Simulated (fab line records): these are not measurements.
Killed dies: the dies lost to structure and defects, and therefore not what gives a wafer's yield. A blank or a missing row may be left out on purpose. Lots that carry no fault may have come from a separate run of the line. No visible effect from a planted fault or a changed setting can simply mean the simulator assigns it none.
Chamber matching ; flow nand harc ; NHARC_THIN_TSV_DEP_47 on pecvd-01 has 3 sister chambers
The step deposits SiO2, target thk 200 nm. 3 wafers are shown with their chamber, then 6 later ones without.

== WAFERS, EACH WITH ITS CHAMBER ==
wafer;chamber;throttle valve pct (%)
L889.6;1;16.1
L891.4;2;16.0
L891.5;0;16.7

== WAFERS WITHOUT THEIR CHAMBER ==
wafer;throttle valve pct (%)
L892.1;16.3
L892.2;16.3
L892.5;15.8
L894.3;16.2
L894.5;16.3
L894.6;16.2

== WHICH CHAMBER EACH ONE RAN IN ==
wafer;from the rows above;in truth
L892.1;can't be placed: 1 or 2 or 0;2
L892.2;can't be placed: 1 or 2 or 0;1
L892.5;can't be placed: 2 or 1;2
L894.3;can't be placed: 1 or 2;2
L894.5;can't be placed: 1 or 2 or 0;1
L894.6;can't be placed: 1 or 2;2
Correctly placed: 0 of 6. Cannot be placed on the basis of these rows: 6; the candidates contain the true chamber in 6. Placed wrongly: 0.
How it was worked out, from the rows above alone: a wafer's distance from a chamber is the root of the sum, over the readings, of the square of ((its reading less the chamber's mean) divided by the reading's scatter). The wafer belongs to the nearest chamber; if the next one is less than 2 further off, it can't be placed. A chamber's mean is the mean of its shown wafers. The scatter: root of mean squared gap, hidden wafer to nearest shown wafer, with one shown wafer a chamber.
